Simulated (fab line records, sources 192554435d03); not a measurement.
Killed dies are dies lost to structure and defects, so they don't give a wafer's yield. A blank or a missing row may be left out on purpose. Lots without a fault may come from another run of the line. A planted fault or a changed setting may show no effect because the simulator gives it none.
Which tool did it? | flow n5_finfet | 9 lots, 27 wafers sampled, at 6 steps of a route of 1938

WHAT THE GAUGES READ, wafer by wafer
N5_BEOL_M2_CD_MEAS_28: target cd 26.2 nm, target cd y 24.1 nm. Usual: cd_nm 26.21 nm, standard deviation 0.23.
lot  | measured     | on        | cd_nm (nm)        | flag
L670 | day 7 00:16  | cd_sem-03 | 26.25 26.28 26.56 |
L671 | day 7 01:49  | cd_sem-01 | 26.76 26.31 25.86 |
L672 | day 7 14:14  | cd_sem-02 | 26.37 26.29 26.39 |
L676 | day 8 16:57  | cd_sem-02 | 26.33 26.14 25.97 |
L682 | day 10 00:08 | cd_sem-02 | 26.19 25.92 26.47 |
L683 | day 10 10:34 | cd_sem-01 | 25.91 25.75 26.12 |
L686 | day 10 21:42 | cd_sem-03 | 26.44 26.20 25.83 |
L691 | day 11 23:59 | cd_sem-01 | 26.31 26.43 26.45 |
L692 | day 12 22:50 | cd_sem-03 | 26.27 26.64 26.79 |

N5_BEOL_M2_OCD_MEAS_38. Usual: trench_depth_nm 55.8 nm, standard deviation 1.1.
lot  | measured     | on     | trench_depth_nm (nm) | flag
L670 | day 7 01:59  | ocd-02 | 56.4 56.4 55.4       |
L671 | day 7 05:55  | ocd-02 | 55.6 57.5 56.5       |
L672 | day 7 19:35  | ocd-02 | 56.6 55.5 56.9       |
L676 | day 8 23:57  | ocd-02 | 53.6 56.5 53.2       |
L682 | day 10 08:37 | ocd-02 | 52.4 56.2 55.9       |
L683 | day 10 11:25 | ocd-02 | 51.3 55.2 55.3       |
L686 | day 11 04:29 | ocd-02 | 54.3 55.5 54.0       |
L691 | day 12 03:46 | ocd-02 | 53.6 56.0 53.3       |
L692 | day 12 23:37 | ocd-02 | 56.3 57.1 56.0       |

N5_BEOL_M4_RC_MEAS_101. Usual: DIBL_N 36.2 mV/V, standard deviation 2; DIBL_P 36.1 mV/V, standard deviation 2.4; IOFF_N 0.16 nA/um, standard deviation 0.035; IOFF_P 0.22 nA/um, standard deviation 0.041; ION_N 675 uA/um, standard deviation 14; ION_P 465 uA/um, standard deviation 8.6; SS_N 71.5 mV/dec, standard deviation 0.64; SS_P 73.2 mV/dec, standard deviation 0.76; VT_N 250 mV, standard deviation 3.9; VT_P -249 mV, standard deviation 3.4.
lot  | measured     | on        | DIBL_N (mV/V)  | DIBL_P (mV/V)  | IOFF_N (nA/um) | IOFF_P (nA/um) | ION_N (uA/um) | ION_P (uA/um) | SS_N (mV/dec)  | SS_P (mV/dec)  | VT_N (mV)   | VT_P (mV)      | flag
L670 | day 8 23:46  | prober-01 | 34.7 35.5 35.6 | 37.9 37.3 38.7 | 0.14 0.15 0.15 | 0.24 0.23 0.26 | 670 667 663   | 471 460 470   | 70.7 71.5 71.1 | 73.3 73.1 74.4 | 253 252 251 | -247 -249 -245 |
L671 | day 8 09:48  | prober-01 | 36.6 35.3 35.0 | 36.9 34.8 34.3 | 0.16 0.14 0.13 | 0.21 0.18 0.19 | 677 687 670   | 460 471 463   | 71.8 70.9 71.4 | 72.8 72.4 72.1 | 248 249 249 | -249 -251 -249 |
L672 | day 9 04:04  | prober-02 | 36.6 35.0 37.3 | 35.9 33.7 37.3 | 0.18 0.14 0.20 | 0.23 0.18 0.25 | 688 659 688   | 476 447 469   | 71.7 71.1 71.7 | 73.7 72.8 74.3 | 245 251 241 | -248 -252 -246 |
L676 | day 10 09:42 | prober-01 | 38.1 35.5 39.5 | 38.1 34.8 39.4 | 0.19 0.14 0.23 | 0.27 0.23 0.31 | 684 669 694   | 475 472 474   | 71.7 71.5 72.5 | 73.3 72.6 74.0 | 246 253 246 | -244 -249 -245 |
L682 | day 11 15:52 | prober-01 | 37.1 35.0 36.6 | 38.2 35.3 38.1 | 0.16 0.13 0.16 | 0.24 0.19 0.23 | 678 661 679   | 467 461 472   | 71.9 71.2 71.1 | 73.2 72.9 73.7 | 249 254 251 | -248 -249 -248 |
L683 | day 11 22:15 | prober-01 | 38.9 39.1 36.9 | 38.2 38.8 34.9 | 0.21 0.21 0.16 | 0.26 0.28 0.22 | 693 697 672   | 479 473 459   | 72.0 71.6 71.2 | 73.1 74.4 74.1 | 242 247 247 | -246 -244 -249 |
L686 | day 12 08:17 | prober-02 | 34.9 38.7 40.8 | 33.2 37.5 40.7 | 0.13 0.19 0.24 | 0.18 0.24 0.28 | 677 674 703   | 466 463 472   | 70.9 72.2 72.0 | 72.7 74.4 74.0 | 251 248 243 | -251 -247 -247 |
L691 | day 13 10:43 | prober-01 | 36.4 37.7 38.0 | 34.9 37.5 37.4 | 0.14 0.19 0.18 | 0.19 0.22 0.24 | 669 682 678   | 456 464 461   | 71.8 71.5 72.2 | 72.9 74.7 74.3 | 253 247 250 | -251 -251 -246 |
L692 | day 14 02:49 | prober-01 | 36.4 36.0 33.9 | 36.3 36.5 33.8 | 0.15 0.14 0.12 | 0.18 0.18 0.16 | 654 671 669   | 446 454 458   | 71.6 71.5 70.8 | 73.3 73.3 71.7 | 257 254 254 | -255 -254 -256 |

WHICH TOOL RAN EACH LOT (tool, then ch and the chambers of the sampled wafers, then the start)
lot  | N5_BEOL_M2_TRENCH_ETCH_37          | N5_BEOL_M2_SURFACE_TREAT_85  | N5_BEOL_M2_ANNEAL_49
L670 | rie_diel-01 ch 0,1,3, day 7 01:50  | pvd_sputter-01, day 7 03:06  | pvd_sputter-01, day 7 03:25
L671 | rie_diel-03 ch 1,2,3, day 7 05:45  | pvd_sputter-03, day 7 06:50  | pvd_sputter-03, day 7 07:14
L672 | rie_diel-01 ch 1,3, day 7 19:26    | pvd_sputter-02, day 7 21:25  | pvd_sputter-02, day 7 21:46
L676 | rie_diel-04 ch 1,3, day 8 23:47    | pvd_sputter-01, day 9 01:00  | pvd_sputter-02, day 9 01:22
L682 | rie_diel-01 ch 0,2, day 10 08:28   | pvd_sputter-01, day 10 09:13 | pvd_sputter-01, day 10 09:32
L683 | rie_diel-01 ch 2,3, day 10 11:16   | pvd_sputter-01, day 10 14:34 | pvd_sputter-01, day 10 14:53
L686 | rie_diel-03 ch 0,2, day 11 04:19   | pvd_sputter-01, day 11 05:14 | pvd_sputter-02, day 11 05:37
L691 | rie_diel-04 ch 1,3, day 12 03:37   | pvd_sputter-01, day 12 04:49 | pvd_sputter-01, day 12 05:07
L692 | rie_diel-03 ch 1,2,3, day 12 23:28 | pvd_sputter-03, day 13 02:04 | pvd_sputter-02, day 13 02:34
- N5_BEOL_M2_TRENCH_ETCH_37: etches SiOC in C4F6/O2, target depth 55.555 nm, time 29.2 s.
- N5_BEOL_M2_SURFACE_TREAT_85
- N5_BEOL_M2_ANNEAL_49: time 240 s.

WHAT THE TOOLS THEMSELVES READ (means of the sampled wafers that have a number; where no wafer has one, the mark that the record gives instead)
N5_BEOL_M2_TRENCH_ETCH_37. Usual: drypump_motor_current_A 5.6 A, standard deviation 0.39; oes_product_au 0.80 a.u., standard deviation 0.089; rf_vpp_V 655 V, standard deviation 14; showerhead_plenum_p_Torr 2.83 Torr, standard deviation 0.078; throttle_valve_pct 20.74 %, standard deviation 0.26.
lot  | tool        | drypump_motor_current_A (A) | oes_product_au (a.u.) | rf_vpp_V (V) | showerhead_plenum_p_Torr (Torr) | throttle_valve_pct (%) | flag
L670 | rie_diel-01 | 5.6                         | 0.76                  | 660          | 2.86                            | 20.71                  |
L671 | rie_diel-03 | 5.4                         | 0.86                  | 653          | 2.86                            | 20.67                  |
L672 | rie_diel-01 | 5.6                         | 0.80                  | 653          | 2.93                            | 20.63                  |
L676 | rie_diel-04 | 5.1                         | 0.80                  | 652          | 2.74                            | 20.82                  |
L682 | rie_diel-01 | 5.8                         | 0.78                  | 664          | 2.73                            | 20.77                  |
L683 | rie_diel-01 | 5.7                         | 0.82                  | 652          | 2.87                            | 20.86                  |
L686 | rie_diel-03 | 6.1                         | 0.75                  | 654          | 2.84                            | 20.79                  |
L691 | rie_diel-04 | 5.1                         | 0.77                  | 651          | 2.73                            | 20.85                  |
L692 | rie_diel-03 | 5.4                         | 0.88                  | 652          | 2.84                            | 20.62                  |

N5_BEOL_M2_ANNEAL_49. Usual: heater_power_w 803 W, standard deviation 91; susceptor_temp_C 399.99 C, standard deviation 0.21; susceptor_temp_C_max 401.2, standard deviation 0.38.
lot  | tool           | heater_power_w (W) | susceptor_temp_C (C) | susceptor_temp_C_max | flag
L670 | pvd_sputter-01 | 776                | 400.02               | 401.4                |
L671 | pvd_sputter-03 | 887                | 400.08               | 401.1                |
L672 | pvd_sputter-02 | 753                | 400.23               | 401.1                |
L676 | pvd_sputter-02 | 813                | 400.09               | 401.0                |
L682 | pvd_sputter-01 | 848                | 399.88               | 401.0                |
L683 | pvd_sputter-01 | 737                | 399.83               | 401.1                |
L686 | pvd_sputter-02 | 761                | 400.08               | 401.1                |
L691 | pvd_sputter-01 | 738                | 400.03               | 401.4                |
L692 | pvd_sputter-02 | 780                | 399.91               | 401.3                |

THE ANSWER, worked out from the rows above alone
Rule: a lot is off if the mean of its wafers that have a number lies more than 3 standard deviations from the usual mean. A lot without any number at a reading at which 4 lots or more have one is off too. The other lots that the step has rows for count as sound. The gauges are gone through in route order, then the tools' own readings, and for those a lot's mean is taken as printed above. The first step at which some lot is off is used, and at that step the reading that is off furthest; a lot without a number counts as furthest.
No lot is off at any reading shown: from this, nothing can be told.

WHAT THE SIMULATOR HAD PUT IN
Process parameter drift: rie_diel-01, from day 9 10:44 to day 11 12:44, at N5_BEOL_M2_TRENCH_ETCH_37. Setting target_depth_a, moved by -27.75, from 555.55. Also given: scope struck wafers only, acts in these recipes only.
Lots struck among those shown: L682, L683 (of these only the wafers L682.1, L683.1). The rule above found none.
